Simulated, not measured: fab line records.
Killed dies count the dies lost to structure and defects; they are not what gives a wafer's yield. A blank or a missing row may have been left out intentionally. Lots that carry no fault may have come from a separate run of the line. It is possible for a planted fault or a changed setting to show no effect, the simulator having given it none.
A lot that was struck, set against a sound lot :: flow nand harc :: 14 out of 1159 route steps
Sound: the wafers L995.1, L995.2, L995.6. Struck: wafer L998.5 (left out: L998.3, L998.4 of the same lot, which were not struck); the cause appears at the end.
Per side, at each step with rows, come the tool, then ch with its chambers, and then its first start. Under that, the readings that differ: sound wafers :: struck wafers :: difference of the means :: sigmas: that difference in standard deviations of wafers without a fault.
alike: readings with means less than 2 such deviations apart, plus words and numbers identical on both sides. not compared: withheld readings, readings lacking a value on some wafer, bounds such as >300 that could conceal the same value, and numbers that have no deviation in the record and whose values overlap.
Wherever a step has rows on one side only, a row that says differs or no value, or a row with sigmas, the two part there. Numbers that have no deviation but don't overlap get no sigmas and don't part them. A reading missing from all wafers of one side parts the sides only when that side holds two or more wafers.

first, 5 steps without rows for these wafers: NHARC_A_CONTACT_SOFTBAKE_03 (time 55 s); NHARC_A_CONTACT_EBR_04; NHARC_A_CONTACT_EXPOSE_05 (exposes mask A CC); NHARC_A_CONTACT_PEB_06 (peb time 65 s); NHARC_A_CONTACT_DEVELOP_07 (develop time 35 s).
NHARC_A_CONTACT_CD_MEAS_08 targets a cd of 100 nm.
  sound on cd sem-01 ch 0, day 18 14:38; struck on cd sem-02 ch 0, day 19 01:23
reading: cd nm (nm)
sound: 99.5 99.8 99.3
struck: 100.4
difference: +0.9
sigmas: +2
NHARC_A_CONTACT_OVL_MEAS_09:
  sound: overlay-01 at day 18 14:43; struck: overlay-02 at day 19 01:28
reading: overlay y nm (nm)
sound: -2.0 -2.0 -1.7
struck: 0.9
difference: +2.8
sigmas: +3
  alike: overlay x nm
NHARC_A_CONTACT_INSPECT_10:
  sound: defect inspect-02 at day 18 14:45; struck: defect inspect-01 at day 19 01:30
  alike: raw defect count
NHARC_A_CONTACT_DESCUM_13: chemistry O2, time 3 s.
  sound on rie diel-12 ch 2,3, day 18 14:49; struck on rie diel-12 ch 1, day 19 01:34
reading: rf vpp V (V)
sound: 59.1 57.3 57.3
struck: 55.9
difference: -2.0
sigmas: -2
  alike: drypump motor current A, oes product au, showerhead plenum p Torr, throttle valve pct
  not compared: rf hours counter h
NHARC_A_CONTACT_ETCH_88: etches the open film in CF4, target depth 39 nm, time 65 s.
  sound on rie diel-12 ch 1,2,3, day 18 14:54; struck on rie diel-12 ch 1, day 19 01:38
  alike: drypump motor current A, oes product au, rf vpp V, run length s, showerhead plenum p Torr, throttle valve pct
  not compared: rf hours counter h
NHARC_A_CONTACT_ETCH_89: etches the open film in N2/H2, target depth 260 nm, time 475.3 s.
  sound: rie diel-12 ch 0,3; struck: rie diel-12 ch 2
reading: rf vpp V (V)
sound: 428.6 432.0 433.3
struck: 426.9
difference: -4.4
sigmas: -2
  alike: drypump motor current A, h2 flow sccm, oes product au, run length s, showerhead plenum p Torr, throttle valve pct
  not compared: rf hours counter h
NHARC_A_CONTACT_ETCH_30: etches the open film in CF4/CHF3, target depth 60.5 nm, time 30.2 s.
  sound: rie diel-12 ch 0,2,3; struck: rie diel-12 ch 3
  alike: drypump motor current A, oes product au, rf vpp V, run length s, showerhead plenum p Torr, throttle valve pct
  not compared: rf hours counter h
NHARC_A_CONTACT_ETCH_31: etches the open film in O2/COS, target depth 2000 nm, time 520 s.
  sound on rie diel-12 ch 0,3, day 18 15:25; struck on rie diel-12 ch 0, day 19 02:14
reading: run length s (s)
sound: 541.4 541.1 541.3
struck: 422.8
difference: -118.5
sigmas: -99 or more
  alike: drypump motor current A, oes product au, rf vpp V, showerhead plenum p Torr, throttle valve pct
  not compared: rf hours counter h
NHARC_A_CONTACT_ETCH_134: etches the open film in C4F8/O2/Ar, time 140 s, target depth 700 nm.
  sound on har cap etch-01 ch 0,1, day 18 15:48; struck on har cap etch-01 ch 1, day 19 02:37
  alike: run length s
  not compared: rf hours counter h

WHERE THEY PART
Last at NHARC_A_CONTACT_ETCH_31 as far as this record goes, first at NHARC_A_CONTACT_CD_MEAS_08. Later steps at which nothing parts them and some readings are alike: NHARC_A_CONTACT_ETCH_134.

WHY: what the simulator had put in
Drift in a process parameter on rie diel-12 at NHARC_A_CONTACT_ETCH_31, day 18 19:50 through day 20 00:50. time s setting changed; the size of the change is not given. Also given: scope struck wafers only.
